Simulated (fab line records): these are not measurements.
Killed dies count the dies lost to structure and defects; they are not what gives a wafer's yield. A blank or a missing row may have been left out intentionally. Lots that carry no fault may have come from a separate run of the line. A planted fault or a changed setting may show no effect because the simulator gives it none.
fab line records    flow nand-harc
record: lots: 6  wafers: 18  last-day: 24
route steps=1159 shown A_CONTACT@872 END@1159
lots that met no fault: from a run of the same line without faults
start-h: the number of hours between the record's first day and the start of the first shown wafer of the lot    wait-h: time in hours since the lot's previous step    " as in the row above    L1.1+2: a single row standing in for several wafers    - value missing, or start not given    * or withheld: withheld    < > ~ a bound
route shown NAME@n: names a module that has steps shown in the file, with the first one's number in the route    usual: mean/standard deviation of fault-free wafers    same: alike in all rows    chamber/n: place in a boat    sites: the reading at each site    _std_site: how widely they spread, as a standard deviation    _edge_site: mean of outer sites minus mean of inner sites    radius-mm: how far each site lies from the wafer's centre    mask NAME#n: copy n    behind: the most recent tool/chamber to have shaped the wafer    hold: why the lot was held/for how many hours/how that ended    device: transistor that didn't switch, given as n, p or np    end of line: tests run on the same wafers once the route is complete    a step given without rows: its recipe and nothing more    killed: the dies lost at the first sort to structure and to defects; this is not the yield of the wafer    map: per-die view of a wafer (x killed, . not killed, _ where there is no die)
set.NAME: the setting that was run; set.NAME@STEP: the one run at that earlier step    model.NAME: the simulator's own value behind a step, which no gauge read
lots at some steps of the route; a table a step, a row a wafer
services: when a tool's chamber went out of use (start-h, in hours from the record's first day, below 0 if earlier), for how many hours, and the reason
== steps ==
step: NHARC_A_CONTACT_ETCH_121
recipe: source-w: withheld  pressure-mtorr: 20  bias-v: 3000  time-s: 94  target-depth-a: 9220  ar-flow-sccm: withheld  c4f8-flow-sccm: withheld  o2-flow-sccm: withheld  chemistry: C4F8/O2/Ar
step: NHARC_A_CONTACT_ETCH_122
recipe: source-w: withheld  pressure-mtorr: 20  bias-v: 3000  time-s: 95  target-depth-a: 9300  ar-flow-sccm: withheld  c4f8-flow-sccm: withheld  o2-flow-sccm: withheld  chemistry: C4F8/O2/Ar
step: NHARC_A_CONTACT_ETCH_123
recipe: source-w: withheld  pressure-mtorr: 20  bias-v: 400  time-s: 253  target-depth-a: 10900  ar-flow-sccm: withheld  c4f8-flow-sccm: 11.5  o2-flow-sccm: 7.2  chemistry: C4F8/O2/Ar
usual: oes-air-line-au: 0.997/0.02
lot.wafer  tool             chamber  start-h  wait-h  oes-air-line-au  rf-hours-counter-h
L847.2     har-cap-etch-03  1        381.16   0.1     0.998            88
L847.6     "                1        "        "       1.005            -
L847.5     "                0        "        "       1.009            -
L846.1     har-cap-etch-02  0        401.48   0.1     0.981            16
L846.3     "                0        "        "       1.001            -
L846.4     "                1        "        "       1.007            -
L860.2     har-cap-etch-02  1        466.07   0.1     1.016            25
L860.3     "                0        "        "       1.014            -
L860.5     "                1        "        "       0.998            -
L862.3     har-cap-etch-02  0        471.51   0.2     0.991            -
L862.4     "                1        "        "       1.019            -
L862.5     "                0        "        "       0.994            -
L865.2     har-cap-etch-02  0        496.72   0.1     0.987            30
L865.1     "                1        "        "       1.022            30
L865.6     "                1        "        "       0.994            -
L866.4     har-cap-etch-03  1        501.64   0.2     1.005            -
L866.3     "                0        "        "       1.001            -
L866.5     "                1        "        "       0.977            -
step: NHARC_A_CONTACT_ETCH_90
recipe: target-depth-a: 400  over-etch-frac: 0.5  time-s: 85.7  ion-energy-ev: 120  ch3f-flow-sccm: 50  o2-flow-sccm: 30  ar-flow-sccm: 200  rf-w: 500  bias-w: 100  chemistry: CH3F/O2
step: NHARC_A_CONTACT_ETCH_96
recipe: target-depth-a: 200  over-etch-frac: 0.5  time-s: 10  ion-energy-ev: 250  c4f6-flow-sccm: 25  o2-flow-sccm: 20  ar-flow-sccm: 500  rf-w: 600  bias-w: 500  chemistry: C4F6/O2
usual: drypump-motor-current-A: 5.86/0.29  oes-product-au: 0.974/0.029  rf-vpp-V: 546.1/2.1  showerhead-plenum-p-Torr: 3.89/0.091  throttle-valve-pct: 26.904/0.0092
same: over-etch-frac: 0.5
lot.wafer  tool         chamber  start-h  wait-h  drypump-motor-current-A  oes-product-au  rf-hours-counter-h  rf-vpp-V  showerhead-plenum-p-Torr  throttle-valve-pct
L847.2     rie-diel-05  1        382.18   0.3     5.82                     1.011           7                   545.1     3.83                      26.914
L847.5     "            2        "        "       6.13                     0.964           -                   545.0     3.82                      26.920
L847.6     "            0        "        "       5.96                     0.993           -                   547.6     3.95                      26.898
L846.4     rie-diel-05  2        -        -       6.13                     0.929           11                  544.0     3.82                      26.897
L846.1     "            0        "        "       5.95                     0.949           10                  548.9     3.95                      26.892
L846.3     "            1        "        "       5.82                     0.972           10                  544.5     3.83                      26.898
L860.2     rie-diel-02  1        -        -       6.01                     0.959           47                  549.2     4.01                      26.904
L860.3     "            3        "        "       6.19                     0.953           42                  546.4     3.89                      26.900
L860.5     "            1        "        "       6.03                     0.962           -                   547.9     4.01                      26.915
L862.3     rie-diel-02  2        -        -       5.91                     0.974           48                  543.1     3.73                      26.896
L862.4     "            0        "        "       5.05                     0.945           45                  546.7     3.90                      26.905
L862.5     "            1        "        "       6.00                     0.966           -                   548.5     4.01                      26.908
L865.2     rie-diel-05  2        -        -       6.16                     0.961           27                  544.4     3.81                      26.911
L865.1     "            1        "        "       5.83                     0.987           27                  543.0     3.82                      26.898
L865.6     "            2        "        "       6.15                     0.968           -                   543.6     3.81                      26.914
L866.4     rie-diel-05  3        -        -       5.73                     0.966           19                  547.8     4.00                      26.889
L866.3     "            0        "        "       5.94                     0.927           27                  547.9     3.94                      26.897
L866.5     "            3        "        "       5.72                     0.976           -                   548.5     4.00                      26.901
step: NHARC_A_CONTACT_CD_MEAS_53
usual: cd-nm: 190.0/0.8
lot.wafer  tool       chamber  start-h  wait-h  cd-nm
L847.2     cd-sem-01  -        382.28   -       189.9
L847.5     "          -        "        "       189.6
L847.6     "          -        "        "       189.5
L846.1     cd-sem-03  -        402.30   -       189.2
L846.3     "          -        "        "       187.8
L846.4     "          -        "        "       189.8
L860.2     cd-sem-03  -        466.84   -       190.3
L860.3     "          -        "        "       190.4
L860.5     "          -        "        "       190.5
L862.3     cd-sem-02  -        472.23   -       189.3
L862.4     "          -        "        "       189.9
L862.5     "          -        "        "       189.3
L865.1     cd-sem-02  -        497.59   -       190.1
L865.2     "          -        "        "       191.0
L865.6     "          -        "        "       191.2
L866.3     cd-sem-01  -        502.37   -       188.4
L866.4     "          -        "        "       189.1
L866.5     "          -        "        "       189.9
step: NHARC_A_CONTACT_STRIP_99
recipe: n2-flow-sccm: 150  h2-flow-sccm: 150  ar-flow-sccm: 0  bias-w: 0  chemistry: N2/H2
step: NHARC_A_CONTACT_STRIP_100
recipe: cf4-flow-sccm: 100  chf3-flow-sccm: 30  ar-flow-sccm: 0  bias-w: 0  chemistry: CF4/CHF3
step: NHARC_A_CONTACT_STRIP_101
recipe: o2-flow-sccm: 400  cos-flow-sccm: 20  ar-flow-sccm: 0  bias-w: 0  chemistry: O2/COS
step: NHARC_A_CONTACT_ETCH_102
recipe: target-depth-a: 700  overetch-a: 70  time-s: 38.5  ion-energy-ev: 100  cf4-flow-sccm: 80  o2-flow-sccm: 20  ar-flow-sccm: 0  rf-w: 300  bias-w: 100  chemistry: CF4/O2
usual: drypump-motor-current-A: 5.8/0.34  oes-product-au: 0.998/0.016  rf-vpp-V: 197.4/1.1  showerhead-plenum-p-Torr: 1.32/0.035  throttle-valve-pct: 13.397/0.0094
lot.wafer  tool         chamber  start-h  wait-h  drypump-motor-current-A  oes-product-au  rf-hours-counter-h  rf-vpp-V  showerhead-plenum-p-Torr  throttle-valve-pct
L847.2     rie-diel-05  2        383.04   0.1     6.1                      0.963           8                   195.6     1.30                      13.400
L847.5     "            1        "        "       5.8                      1.007           -                   199.0     1.30                      13.400
L847.6     "            2        "        "       6.1                      0.963           -                   197.8     1.30                      13.394
L846.4     rie-diel-05  0        402.61   0.1     5.9                      0.988           10                  196.2     1.34                      13.408
L846.1     "            2        "        "       6.2                      0.980           11                  196.0     1.30                      13.386
L846.3     "            3        "        "       5.7                      1.019           2                   198.1     1.37                      13.410
L860.3     rie-diel-02  3        467.13   0.1     6.2                      1.000           42                  197.1     1.32                      13.402
L860.2     "            0        "        "       5.1                      0.992           42                  195.6     1.33                      13.401
L860.5     "            3        "        "       6.2                      1.000           -                   196.9     1.32                      13.389
L862.3     rie-diel-02  2        473.13   0.5     5.9                      1.001           48                  197.0     1.27                      13.404
L862.4     "            0        "        "       5.1                      0.985           45                  198.8     1.33                      13.402
L862.5     "            1        "        "       6.0                      1.000           -                   198.5     1.37                      13.392
L865.2     rie-diel-05  2        497.99   0.1     6.1                      0.992           27                  196.3     1.29                      13.386
L865.1     "            0        "        "       5.9                      0.993           26                  198.9     1.34                      13.399
L865.6     "            2        "        "       6.1                      0.979           -                   196.8     1.29                      13.401
L866.4     rie-diel-05  3        502.67   0.1     5.7                      1.010           19                  199.2     1.36                      13.407
L866.3     "            1        "        "       5.8                      1.009           28                  196.6     1.30                      13.403
L866.5     "            0        "        "       5.9                      0.977           -                   197.4     1.34                      13.406
step: NHARC_A_CONTACT_STRIP_55
recipe: o2-flow-sccm: 500  ar-flow-sccm: 0  bias-w: 0  chemistry: O2
step: NHARC_A_CONTACT_STRIP_56
recipe: time-s: 600  temp-c: 30  chemistry: post-etch-residue-remover
step: NHARC_A_CONTACT_DEP_57
recipe: target-thk-a: 28000  temp-c: 400  material: aC
usual: throttle-valve-pct: 35.002/0.0092
lot.wafer  tool        chamber  start-h  wait-h  throttle-valve-pct
L847.2     acl-dep-01  0        384.03   -       34.992
L847.5     "           0        "        "       35.004
L847.6     "           0        "        "       34.990
L846.1     acl-dep-02  0        403.27   -       35.003
L846.3     "           0        "        "       35.005
L846.4     "           0        "        "       35.011
L860.2     acl-dep-02  0        469.71   -       35.003
L860.3     "           0        "        "       34.991
L860.5     "           0        "        "       35.007
L862.3     acl-dep-02  0        474.37   -       35.002
L862.4     "           0        "        "       34.975
L862.5     "           0        "        "       35.019
L865.1     acl-dep-01  0        498.65   -       35.002
L865.2     "           0        "        "       35.010
L865.6     "           0        500.06   -       35.007
L866.3     acl-dep-01  0        504.30   -       34.999
L866.4     "           0        "        "       35.000
L866.5     "           0        "        "       35.003
step: NHARC_A_CONTACT_DEP_58
recipe: target-thk-a: 600  target-thk-nm: 60  temp-c: 400  pressure-torr: 3.5  flow-sccm: 200  rf-w: 350  material: SiON
usual: heater-power-outer-w: 429/70  heater-power-w: 699/110  showerhead-vpp-V: 1156/42
lot.wafer  tool      chamber  start-h  wait-h  heater-power-outer-w  heater-power-w  showerhead-vpp-V
L847.2     pecvd-02  1        385.64   1.3     452                   675             1225
L847.5     "         1        "        "       455                   678             1214
L847.6     "         2        "        "       399                   640             1180
L846.1     pecvd-02  0        405.09   1.5     501                   860             1110
L846.3     "         2        "        "       407                   652             1187
L846.4     "         2        "        "       407                   629             1162
L860.2     pecvd-04  1        471.20   1.2     327                   561             1158
L860.3     "         2        "        "       511                   867             1151
L860.5     "         1        "        "       322                   572             1186
L862.3     pecvd-02  1        475.61   0.9     402                   641             1215
L862.4     "         0        "        "       551                   884             1113
L862.5     "         1        "        "       401                   641             1202
L865.2     pecvd-04  1        500.36   1.1     302                   540             1170
L865.1     "         0        "        "       436                   672             1090
L865.6     "         2        "        "       452                   765             1177
L866.3     pecvd-04  1        505.51   0.9     315                   552             1166
L866.4     "         2        "        "       481                   799             1146
L866.5     "         1        "        "       314                   556             1183
step: NHARC_A_CONTACT_DEHYDRATE_59
recipe: temp-c: 150  time-s: 120
step: NHARC_A_CONTACT_HMDS_60
recipe: time-s: 30
step: NHARC_A_CONTACT_COAT_61
recipe: temp-c: 260  time-s: 75
step: NHARC_A_CONTACT_COAT_62
recipe: temp-c: 225  time-s: 65
step: NHARC_A_CONTACT_COAT_63
recipe: spin-rpm: 1500  resist-thk-nm: 90
step: NHARC_A_CONTACT_SOFTBAKE_64
recipe: temp-c: 105  time-s: 55
step: NHARC_A_CONTACT_EBR_65
step: NHARC_A_CONTACT_EXPOSE_66
recipe: na: 1.35  sigma-outer: 0.8  dose-mj: 59.02  mask-id: A_CC_2
step: NHARC_A_CONTACT_PEB_67
recipe: peb-temp-c: 100  peb-time-s: 65
step: NHARC_A_CONTACT_DEVELOP_68
recipe: develop-time-s: 35  dev-temp-c: 23
step: NHARC_A_CONTACT_CD_MEAS_69
recipe: target-cd-nm: 200  landing-energy-ev: 500
usual: cd-nm: 200.3/0.73
lot.wafer  tool       chamber  start-h  wait-h  cd-nm
L847.2     cd-sem-01  0        386.21   -       200.1
L847.5     "          0        "        "       200.4
L847.6     "          0        "        "       200.3
L846.1     cd-sem-01  0        405.69   -       201.4
L846.3     "          0        "        "       201.3
L846.4     "          0        "        "       200.9
L860.2     cd-sem-01  0        471.77   -       200.0
L860.3     "          0        "        "       201.6
L860.5     "          0        "        "       200.5
L862.3     cd-sem-01  0        476.27   -       199.4
L862.4     "          0        "        "       200.9
L862.5     "          0        "        "       199.5
L865.1     cd-sem-03  0        501.08   -       199.8
L865.2     "          0        "        "       199.7
L865.6     "          0        "        "       199.7
L866.3     cd-sem-02  0        506.18   -       200.1
L866.4     "          0        "        "       200.6
L866.5     "          0        "        "       199.7
step: NHARC_A_CONTACT_OVL_MEAS_70
usual: overlay-x-nm: 0.1/0.9  overlay-y-nm: -0.2/0.87
lot.wafer  tool        chamber  start-h  wait-h  overlay-x-nm  overlay-y-nm
L847.2     overlay-01  -        386.29   -       0.0           0.7
L847.5     "           -        "        "       0.0           0.7
L847.6     "           -        "        "       -0.1          0.5
L846.1     overlay-01  -        405.79   -       1.1           -1.0
L846.3     "           -        "        "       0.7           -0.8
L846.4     "           -        "        "       1.4           -0.5
L860.2     overlay-01  -        471.86   -       0.8           -0.5
L860.3     "           -        "        "       0.6           -0.2
L860.5     "           -        "        "       1.2           -0.3
L862.3     overlay-02  -        476.36   -       1.5           -0.3
L862.4     "           -        "        "       1.3           -0.3
L862.5     "           -        "        "       1.9           -0.5
L865.1     overlay-01  -        501.18   -       -0.7          0.0
L865.2     "           -        "        "       -1.4          -0.4
L865.6     "           -        "        "       -0.7          -0.2
L866.3     overlay-01  -        506.27   -       0.3           0.6
L866.4     "           -        "        "       0.6           0.3
L866.5     "           -        "        "       0.9           0.8
step: NHARC_A_CONTACT_INSPECT_71
usual: raw-defect-count: 26/11
lot.wafer  tool               chamber  start-h  wait-h  raw-defect-count
L847.2     defect-inspect-01  -        386.33   0.0     19
L847.5     "                  -        "        "       18
L847.6     "                  -        "        "       33
L846.1     defect-inspect-02  -        405.83   0.0     21
L846.3     "                  -        "        "       19
L846.4     "                  -        "        "       19
L860.2     defect-inspect-02  -        471.89   0.0     1079
L860.3     "                  -        "        "       1138
L860.5     "                  -        "        "       1088
L862.3     defect-inspect-02  -        476.39   0.0     1063
L862.4     "                  -        "        "       1110
L862.5     "                  -        "        "       1115
L865.1     defect-inspect-02  -        501.22   0.0     16
L865.2     "                  -        "        "       15
L865.6     "                  -        "        "       20
L866.3     defect-inspect-02  -        506.30   0.0     17
L866.4     "                  -        "        "       18
L866.5     "                  -        "        "       21
step: NHARC_A_CONTACT_DESCUM_74
recipe: time-s: 3  o2-flow-sccm: 200  ar-flow-sccm: 0  bias-power-w: 0  chemistry: O2
usual: drypump-motor-current-A: 5.8/0.36  oes-product-au: 0.996/0.015  rf-vpp-V: 57.7/0.78  showerhead-plenum-p-Torr: 1.89/0.053  throttle-valve-pct: 11.310/0.0092
lot.wafer  tool         chamber  start-h  wait-h  drypump-motor-current-A  oes-product-au  rf-hours-counter-h  rf-vpp-V  showerhead-plenum-p-Torr  throttle-valve-pct
L847.2     rie-diel-05  0        386.41   0.1     5.9                      0.983           8                   58.2      1.93                      11.327
L847.5     "            2        "        "       6.1                      0.967           -                   58.0      1.86                      11.319
L847.6     "            0        "        "       6.0                      0.990           -                   56.9      1.93                      11.304
L846.3     rie-diel-08  3        405.90   0.1     5.3                      0.994           46                  57.6      1.95                      11.312
L846.1     "            0        "        "       6.1                      1.006           41                  57.9      1.79                      11.300
L846.4     "            2        "        "       5.9                      0.988           44                  57.4      1.96                      11.303
L860.2     rie-diel-02  1        471.97   0.1     6.0                      0.992           51                  58.6      1.96                      11.306
L860.3     "            2        "        "       5.8                      1.005           47                  58.0      1.81                      11.313
L860.5     "            0        "        "       5.1                      0.987           -                   56.9      1.90                      11.313
L862.3     rie-diel-05  2        476.47   0.1     6.2                      0.971           24                  57.5      1.85                      11.321
L862.4     "            3        "        "       5.7                      1.017           14                  57.9      1.95                      11.312
L862.5     "            1        "        "       5.8                      1.007           -                   57.4      1.86                      11.325
L865.1     rie-diel-02  3        501.28   0.1     6.1                      1.017           55                  57.7      1.89                      11.302
L865.2     "            0        "        "       5.1                      0.981           54                  58.0      1.90                      11.309
L865.6     "            0        "        "       5.1                      0.990           -                   58.1      1.90                      11.285
L866.3     rie-diel-08  2        506.37   0.1     5.9                      1.005           8                   58.9      1.95                      11.315
L866.4     "            1        "        "       5.0                      0.987           -                   57.9      1.83                      11.313
L866.5     "            3        "        "       5.3                      0.985           -                   58.0      1.94                      11.314
step: NHARC_END_SORT_01
recipe: temp-c: 25
usual: killed-at-array: 26/9.1  killed-at-other: 0.7/0.9  killed-at-periphery: 3.6/2.8  killed-dies: 30/9.2  killed-open: 3.0/1.9  killed-short: 2.0/1.4
same: gross-dies: 677
lot.wafer  tool       chamber  start-h  wait-h  killed-at-array  killed-at-other  killed-at-periphery  killed-dies  killed-open  killed-short
L860.2     prober-01  0        554.74   2.8     116              4                7                    127          4            2
L860.3     prober-01  0        555.53   3.1     120              1                9                    130          2            4
L860.5     prober-01  0        557.12   3.7     113              0                6                    119          2            2
L862.3     prober-02  0        563.24   3.1     116              2                3                    121          3            2
L862.4     prober-02  0        564.04   3.4     115              1                1                    117          1            4
L862.5     prober-02  0        564.84   3.7     105              0                4                    109          1            1
L866.3     prober-02  0        578.90   3.1     23               3                10                   36           5            1
L866.4     prober-02  0        579.69   3.4     21               0                11                   32           2            2
L866.5     prober-02  0        580.49   3.7     22               2                10                   34           4            2
killed by level:class
L860.2 A_CONTACT:unspecified=92 A_SLIT:chamber-film-flake=10 P_ZERO_WELL:chamber-film-flake=5 A_CONTACT:chamber-film-flake=4 A_CHANNEL_FILL_D1:chamber-film-flake=3 THIN_TSV:chamber-film-flake=3 A_CHANNEL_HOLE_D1:chamber-film-flake=2 P_M2:geometric-particle:short=1
L860.3 A_CONTACT:unspecified=99 A_CHANNEL_HOLE_D1:chamber-film-flake=7 A_SLIT:chamber-film-flake=5 P_M1:chamber-film-flake=4 P_BONDPAD:chamber-film-flake=3 A_CONTACT:chamber-film-flake=3 P_GATE:geometric-particle:short=1 A_CHANNEL_HOLE_D1:geometric-particle:short=1
L860.5 A_CONTACT:unspecified=98 A_CHANNEL_HOLE_D1:chamber-film-flake=5 P_ZERO_WELL:chamber-film-flake=4 A_CONTACT:chamber-film-flake=3 A_CONTACT:geometric-particle:open=2 A_SLIT:chamber-film-flake=2 P_M0:geometric-particle:short=1 A_WL_FILL:geometric-particle:short=1
L862.3 A_CONTACT:unspecified=97 A_CHANNEL_HOLE_D1:chamber-film-flake=16 A_CONTACT:geometric-particle:open=2 THIN_TSV:chamber-film-flake=2 P_CONTACT:geometric-particle:short=1 P_M0:geometric-particle:open=1 P_M1:geometric-particle:short=1 A_STAIRCASE:chamber-film-flake=1
L862.4 A_CONTACT:unspecified=93 A_CHANNEL_HOLE_D1:chamber-film-flake=14 A_ONON_D1:geometric-particle:short=1 A_CHANNEL_HOLE_D1:geometric-particle:short=1 A_WL_FILL:geometric-particle:short=1 A_BLC:geometric-particle:short=1 A_BLC:geometric-particle:open=1 P_BONDPAD:chamber-film-flake=1
L862.5 A_CONTACT:unspecified=90 A_CHANNEL_HOLE_D1:chamber-film-flake=9 P_GATE:chamber-film-flake=2 A_CONTACT:chamber-film-flake=2 P_CONTACT:geometric-particle:short=1 A_CONTACT:geometric-particle:open=1 P_CONTACT:chamber-film-flake=1 A_CHANNEL_FILL_D1:chamber-film-flake=1
L866.3 A_CHANNEL_HOLE_D1:chamber-film-flake=11 P_CONTACT:chamber-film-flake=5 A_CONTACT:chamber-film-flake=4 P_M2:chamber-film-flake=3 A_SLIT:chamber-film-flake=2 THIN_TSV:chamber-film-flake=2 P_M0:geometric-particle:short=1 A_ONON_D1:geometric-particle:open=1
L866.4 A_CHANNEL_HOLE_D1:chamber-film-flake=8 A_CONTACT:chamber-film-flake=7 P_CONTACT:chamber-film-flake=6 P_M2:chamber-film-flake=5 A_SOURCE_PLATE:geometric-particle:open=1 A_ONON_D1:geometric-particle:short=1 A_BLC:geometric-particle:open=1 A_M0:geometric-particle:short=1
L866.5 A_CHANNEL_HOLE_D1:chamber-film-flake=10 A_CONTACT:chamber-film-flake=6 P_M2:chamber-film-flake=4 P_CONTACT:chamber-film-flake=3 P_GATE:geometric-particle:open=2 THIN_TSV:chamber-film-flake=2 A_SOURCE_PLATE:geometric-particle:short=1 A_WL_FILL:geometric-particle:short=1
map L860.3 (x killed, . not)
____________.____________
_________......._________
_______..........._______
______...........x.______
_____..............._____
____.....x.....xx...x____
____....x............____
___.xx.x..............___
___x.xx.x......x.x...x___
__.xxxxxx..............__
__.xxxxxx..............__
_xxxxxxxxx.............._
_xxxxxxxxxx..x.........._
_xxxxxxxxx.............._
_xxxxxxxxxx............._
_xxxxxxxxx.............._
.xxxxxxxxxx............x.
.xxxxxxxxxx..............
..xxxxxxxxx......x.......
...xxxxxxx...............
...xxx...................
_.....x.............x..._
_..x.................x.._
_..x...................._
_..................x...._
_..x.............x......_
__.................x...__
__.................x...__
___...............x..x___
___...................___
____.................____
____.................____
_____..........x...._____
______.............______
_______..........._______
_________......._________
____________.____________
map L862.3 (x killed, . not)
____________.____________
_________x......_________
_______..........._______
______.............______
_____..............._____
____...x.............____
____...x.......x.....____
___..xxx..............___
___..xxxx.............___
__xxxxxx.x.............__
__xxxxxxx..............__
_xxxxxxxxx.............._
_xxxxxxxxx.............._
_.xxxxxxxxx............._
_xxxxxxxxxx............._
_xxxxxxxxx.............._
x.xxxxxxxx...............
..xxxxxxxx...............
..xxxxxxx....x.x.........
..x.xxxxx................
....xxx.x................
_.xx...................._
_..x..x................._
_.....x................._
_.x..xxx................_
_..x.x.................x_
__.....................__
__.x...x...............__
___...................___
___...................___
____.................____
____.................____
_____..............._____
______.............______
_______..........._______
_________......._________
____________.____________
== services ==
tool             chamber  start-h  hours  kind
rie-diel-05      0        374.40   -      clean
rie-diel-05      1        374.40   -      clean
rie-diel-05      2        374.40   -      clean
rie-diel-05      3        374.40   -      clean
pecvd-04         -        376.00   13.0   pm
rie-diel-02      3        384.07   6.7    repair
rie-diel-05      0        398.94   -      clean
rie-diel-05      1        398.94   -      clean
rie-diel-05      2        398.94   -      clean
rie-diel-05      3        398.94   -      clean
rie-diel-05      0        423.44   -      clean
rie-diel-05      1        423.44   -      clean
rie-diel-05      2        423.44   -      clean
rie-diel-05      3        423.44   -      clean
rie-diel-02      0        446.67   2.1    repair
rie-diel-05      0        447.94   -      clean
rie-diel-05      1        447.94   -      clean
rie-diel-05      2        447.94   -      clean
acl-dep-01       -        476.39   13.0   pm
rie-diel-08      -        478.82   9.0    pm
rie-diel-05      0        492.03   5.2    repair
har-cap-etch-03  -        497.84   0.4    repair
rie-diel-08      0        503.22   3.3    repair
rie-diel-02      -        505.58   9.0    pm
== key ==
first-sign: step: NHARC_A_CONTACT_INSPECT_71  reading: raw-defect-count  direction: up  sigmas: 96  usual: 26  struck: 1099
effect: step: NHARC_END_SORT_01  reading: killed-dies  direction: up  sigmas: 9.8  usual: 30  struck: 120
more-kills-born-at: NHARC_A_CONTACT_DEP_57@acl-dep-02: 569
met-at NHARC_A_CONTACT_DEP_57
struck-wafers L860.2,L860.3,L860.5,L862.3,L862.4,L862.5
tester-left-out L860,L862
onset-between 403.27 469.71
also-fits NHARC_A_CONTACT_ETCH_96:rie-diel-02,NHARC_A_CONTACT_ETCH_102:rie-diel-02
fault: kind: chamber-particle-source  tool: acl-dep-02  chamber: -  onset-h: 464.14  steps: NHARC_A_CONTACT_DEP_57  rate-per-visit-cm2: 1.6577  end-h: 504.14
tester-left-out: of these lots the tester's yield and bins aren't shown, on N5 and GAA mostly nor the transistor test; their killed dies are dies lost to structure and defects alone, not to doping, threshold or leakage, so they don't give the yield
